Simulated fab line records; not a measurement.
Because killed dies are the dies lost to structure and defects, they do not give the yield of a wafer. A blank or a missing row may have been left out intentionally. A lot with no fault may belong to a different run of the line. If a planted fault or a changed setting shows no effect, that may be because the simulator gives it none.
Chamber matching + flow n5Finfet + N5_MOL_CONTACT_COAG_STRIP_96 on rieDiel-01: 4 sister chambers
The step strips in N2/H2. 14 wafers are shown with their chamber, then 7 later ones without.

== WAFERS, EACH WITH ITS CHAMBER ==
| wafer  | chamber | oesProductAu (a.u.) | throttleValvePct (%) | drypumpMotorCurrentA (A) |
|--------|---------|---------------------|----------------------|--------------------------|
| L075.3 | 1       | 0.73                | 18.4                 | 5.8                      |
| L075.5 | 3       | 0.72                | 19.2                 | 5.6                      |
| L075.6 | 2       | 0.71                | 19.4                 | 5.7                      |
| L076.2 | 3       | 0.71                | 19.3                 | 5.6                      |
| L076.5 | 1       | 0.73                | 18.3                 | 5.8                      |
| L076.6 | 2       | 0.70                | 19.4                 | 5.7                      |
| L078.3 | 2       | 0.71                | 19.4                 | 5.8                      |
| L078.4 | 3       | 0.71                | 19.3                 | 5.6                      |
| L078.6 | 2       | 0.71                | 19.4                 | 5.7                      |
| L085.1 | 0       | 0.92                | 18.9                 | 5.9                      |
| L085.2 | 2       | 0.69                | 19.4                 | 5.8                      |
| L085.6 | 3       | 0.69                | 19.3                 | 5.6                      |
| L086.2 | 0       | 0.92                | 18.9                 | 5.9                      |
| L086.3 | 3       | 0.70                | 19.3                 | 5.6                      |

SIGNATURES, as means of the wafers listed above
| reading              | chamber 0 | chamber 1 | chamber 2 | chamber 3 | scatter within a chamber |
|----------------------|-----------|-----------|-----------|-----------|--------------------------|
| oesProductAu         | 0.9200    | 0.7300    | 0.7040    | 0.7060    | 0.00917                  |
| throttleValvePct     | 18.900    | 18.350    | 19.400    | 19.280    | 0.0361                   |
| drypumpMotorCurrentA | 5.900     | 5.800     | 5.740     | 5.600     | 0.0346                   |
Rule: distance of a wafer from a chamber = root of the sum over the readings of ((wafer's reading minus chamber's mean) / reading's scatter) squared. If the next closest chamber is less than 2 further off than the closest, the wafer can't be placed; otherwise it belongs to the closest. The scatter: take each reading less its chamber's mean, square it, sum over the shown wafers, divide by the number of wafers less the number of chambers, and take the root.

== WAFERS WITH NO CHAMBER GIVEN ==
| wafer  | oesProductAu (a.u.) | throttleValvePct (%) | drypumpMotorCurrentA (A) |
|--------|---------------------|----------------------|--------------------------|
| L086.6 | 0.69                | 19.3                 | 5.6                      |
| L096.1 | 0.94                | 19.0                 | 5.7                      |
| L096.2 | 0.68                | 18.4                 | 5.8                      |
| L096.3 | 0.69                | 19.4                 | 5.5                      |
| L096.4 | 0.88                | 18.9                 | 5.9                      |
| L096.5 | 0.89                | 18.9                 | 5.9                      |
| L096.6 | 0.67                | 19.3                 | 5.5                      |

== EACH ONE'S CHAMBER ==
| wafer  | from the rows above | in truth                   |
|--------|---------------------|----------------------------|
| L086.6 | 3                   | 3                          |
| L096.1 | 0                   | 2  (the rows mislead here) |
| L096.2 | 1                   | 1                          |
| L096.3 | 3                   | 3                          |
| L096.4 | 0                   | 0                          |
| L096.5 | 0                   | 0                          |
| L096.6 | 3                   | 3                          |
Correctly placed: 6 of 7. Left unplaced by these rows: 0. Placed wrongly: 1.
